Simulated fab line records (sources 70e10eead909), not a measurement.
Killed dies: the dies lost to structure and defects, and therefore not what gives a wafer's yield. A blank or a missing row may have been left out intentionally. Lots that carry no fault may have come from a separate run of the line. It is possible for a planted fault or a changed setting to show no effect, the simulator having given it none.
Matching of chambers :: flow nandHarc :: pecvd-01 running NHARC_A_ONON_D1_DEP_33: 3 sister chambers
The step deposits SiO2, target thk 200 nm. 3 wafers are shown with their chamber, then 10 later ones without.

## WAFERS WITH THEIR CHAMBER
wafer: L091.3
chamber: 1
chamberPressureTorr (Torr): 6.496

wafer: L093.1
chamber: 0
chamberPressureTorr (Torr): 6.503

wafer: L093.3
chamber: 2
chamberPressureTorr (Torr): 6.491

## WAFERS MISSING THEIR CHAMBER
wafer: L093.5
chamberPressureTorr (Torr): 6.487

wafer: L094.1
chamberPressureTorr (Torr): 6.477

wafer: L094.3
chamberPressureTorr (Torr): 6.512

wafer: L094.6
chamberPressureTorr (Torr): 6.483

wafer: L097.1
chamberPressureTorr (Torr): 6.488

wafer: L097.2
chamberPressureTorr (Torr): 6.481

wafer: L097.6
chamberPressureTorr (Torr): 6.468

wafer: L096.2
chamberPressureTorr (Torr): 6.505

wafer: L096.4
chamberPressureTorr (Torr): 6.480

wafer: L096.5
chamberPressureTorr (Torr): 6.506

## THE CHAMBER EACH PASSED THROUGH
wafer: L093.5
from the rows above: can't be placed: 2 or 1 or 0
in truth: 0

wafer: L094.1
from the rows above: can't be placed: 2 or 1 or 0
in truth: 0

wafer: L094.3
from the rows above: can't be placed: 0 or 1 or 2
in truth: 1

wafer: L094.6
from the rows above: can't be placed: 2 or 1 or 0
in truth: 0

wafer: L097.1
from the rows above: can't be placed: 2 or 1 or 0
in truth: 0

wafer: L097.2
from the rows above: can't be placed: 2 or 1 or 0
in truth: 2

wafer: L097.6
from the rows above: can't be placed: 2 or 1 or 0
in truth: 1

wafer: L096.2
from the rows above: can't be placed: 0 or 1 or 2
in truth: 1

wafer: L096.4
from the rows above: can't be placed: 2 or 1 or 0
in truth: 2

wafer: L096.5
from the rows above: can't be placed: 0 or 1 or 2
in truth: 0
Correctly placed: 0 of 10. From these rows, 10 cannot be placed; in 10 the true chamber is one of the candidates. Placed wrongly: 0.
How it was worked out, from the rows above alone: a wafer's distance from a chamber is the root of the sum, over the readings, of the square of ((its reading less the chamber's mean) divided by the reading's scatter). The wafer belongs to the nearest chamber; if the next one is less than 2 further off, it can't be placed. For every chamber, the mean is computed from those of its wafers that are shown. The scatter: root of mean squared gap, hidden wafer to nearest shown wafer, with one shown wafer a chamber.
